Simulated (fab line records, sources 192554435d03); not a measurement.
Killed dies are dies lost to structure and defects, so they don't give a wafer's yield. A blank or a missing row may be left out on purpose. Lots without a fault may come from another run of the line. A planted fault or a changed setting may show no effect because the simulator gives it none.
Chamber matching | flow n5_finfet | N5_SD_EPI_P_DESCUM_14 on rie_diel-03: 4 sister chambers
The step chemistry O2, time 7.9 s. 4 wafers are shown with their chamber, then 8 later ones without.

WAFERS WITH THEIR CHAMBER
wafer  | chamber | drypump_motor_current_A (A)
L082.1 | 3       | 5.5
L082.4 | 2       | 6.6
L083.1 | 0       | 6.5
L084.3 | 1       | 5.7

WAFERS WITHOUT THEIR CHAMBER
wafer  | drypump_motor_current_A (A)
L084.4 | 6.5
L084.6 | 6.6
L094.3 | 5.4
L094.5 | 5.7
L094.6 | 6.6
L097.1 | 6.6
L097.3 | 5.7
L097.6 | 5.4

WHICH CHAMBER EACH WENT THROUGH
wafer  | from the rows above | in truth
L084.4 | 0                   | 0
L084.6 | 2                   | 2
L094.3 | 3                   | 3
L094.5 | 1                   | 1
L094.6 | 2                   | 2
L097.1 | 2                   | 2
L097.3 | 1                   | 1
L097.6 | 3                   | 3
Placed correctly: 8 of 8. Can't be placed from these rows: 0. Placed wrongly: 0.
How it was worked out, from the rows above alone: a wafer's distance from a chamber is the root of the sum, over the readings, of the square of ((its reading less the chamber's mean) divided by the reading's scatter). The wafer belongs to the nearest chamber; if the next one is less than 2 further off, it can't be placed. A chamber's mean is the mean of its shown wafers. The scatter: with one shown wafer a chamber, the root of the mean of the squares of how far each hidden wafer lies from its nearest shown one.
